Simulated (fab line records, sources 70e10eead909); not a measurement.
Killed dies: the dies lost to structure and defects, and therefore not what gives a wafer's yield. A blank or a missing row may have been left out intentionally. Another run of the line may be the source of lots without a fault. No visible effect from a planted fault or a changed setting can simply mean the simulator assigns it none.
Chamber matching + flow nand harc + NHARC_A_CHANNEL_FILL_D1_ALD_02 on ald hk-02: 4 sister chambers
The step deposits SiO2, target thk 6 nm, pulse time 10 s, ald cycles 60. 27 wafers are shown with their chamber, then 12 later ones without.

WAFERS PAIRED WITH THEIR CHAMBERS
| wafer  | chamber | heater power w (W) | precursor pulse height rel |
|--------|---------|--------------------|----------------------------|
| L075.4 | 0       | 485                | 1.002                      |
| L075.5 | 3       | 488                | 1.000                      |
| L075.6 | 2       | 624                | 0.992                      |
| L080.1 | 1       | 477                | 0.977                      |
| L080.2 | 3       | 514                | 1.018                      |
| L080.3 | 2       | 637                | 1.046                      |
| L081.1 | 3       | 483                | 0.989                      |
| L081.4 | 2       | 635                | 1.024                      |
| L081.5 | 2       | 633                | 1.012                      |
| L082.3 | 2       | 617                | 0.980                      |
| L082.4 | 3       | 496                | 0.986                      |
| L082.5 | 0       | 493                | 1.009                      |
| L084.1 | 2       | 638                | 1.001                      |
| L084.2 | 0       | 495                | 1.020                      |
| L084.6 | 3       | 494                | 0.996                      |
| L085.1 | 3       | 514                | 0.972                      |
| L085.2 | 1       | 470                | 1.011                      |
| L085.3 | 2       | 637                | 1.007                      |
| L086.1 | 2       | 642                | 0.973                      |
| L086.2 | 3       | 503                | 0.999                      |
| L086.6 | 3       | 503                | 1.021                      |
| L091.2 | 0       | 504                | 1.007                      |
| L091.3 | 3       | 501                | 1.012                      |
| L091.5 | 0       | 492                | 0.965                      |
| L089.1 | 1       | 479                | 1.011                      |
| L089.4 | 0       | 490                | 0.994                      |
| L089.5 | 0       | 484                | 0.997                      |

SIGNATURES (means of the wafers above)
| reading                    | chamber 0 | chamber 1 | chamber 2 | chamber 3 | scatter within a chamber |
|----------------------------|-----------|-----------|-----------|-----------|--------------------------|
| heater power w             | 491.86    | 475.33    | 632.88    | 499.56    | 8.57                     |
| precursor pulse height rel | 0.99914   | 0.99967   | 1.00438   | 0.99922   | 0.0192                   |
Rule: for each reading, subtract the chamber's mean from the wafer's reading, divide by that reading's scatter and square the result; add these up over the readings and take the root, which gives the wafer's distance from the chamber. If the next closest chamber is less than 2 further off than the closest, the wafer can't be placed; otherwise it belongs to the closest. How the scatter is found: for the shown wafers, subtract from each reading the mean of its chamber, square and add these, divide the total by (wafers less chambers), then take the root.

WAFERS WITHOUT THEIR CHAMBER
| wafer  | heater power w (W) | precursor pulse height rel |
|--------|--------------------|----------------------------|
| L094.2 | 504                | 0.997                      |
| L094.3 | 476                | 1.005                      |
| L094.5 | 480                | 0.990                      |
| L093.2 | 613                | 0.975                      |
| L093.4 | 475                | 0.984                      |
| L093.5 | 470                | 0.969                      |
| L097.1 | 483                | 0.970                      |
| L097.5 | 471                | 0.998                      |
| L097.6 | 497                | 1.004                      |
| L095.1 | 503                | 1.009                      |
| L095.3 | 478                | 1.008                      |
| L095.5 | 514                | 1.012                      |

THE CHAMBER EACH PASSED THROUGH
| wafer  | from the rows above          | in truth |
|--------|------------------------------|----------|
| L094.2 | can't be placed: 3 or 0      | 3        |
| L094.3 | can't be placed: 1 or 0      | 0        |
| L094.5 | can't be placed: 1 or 0 or 3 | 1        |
| L093.2 | 2                            | 2        |
| L093.4 | can't be placed: 1 or 0      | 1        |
| L093.5 | can't be placed: 1 or 0      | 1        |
| L097.1 | can't be placed: 1 or 0 or 3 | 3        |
| L097.5 | can't be placed: 1 or 0      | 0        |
| L097.6 | can't be placed: 3 or 0      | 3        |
| L095.1 | can't be placed: 3 or 0      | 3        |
| L095.3 | can't be placed: 1 or 0      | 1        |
| L095.5 | can't be placed: 3 or 0      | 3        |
Correct placement for 1 of the 12. These rows do not allow placing 11 (true chamber among the candidates in 11). Number placed wrongly: 0.
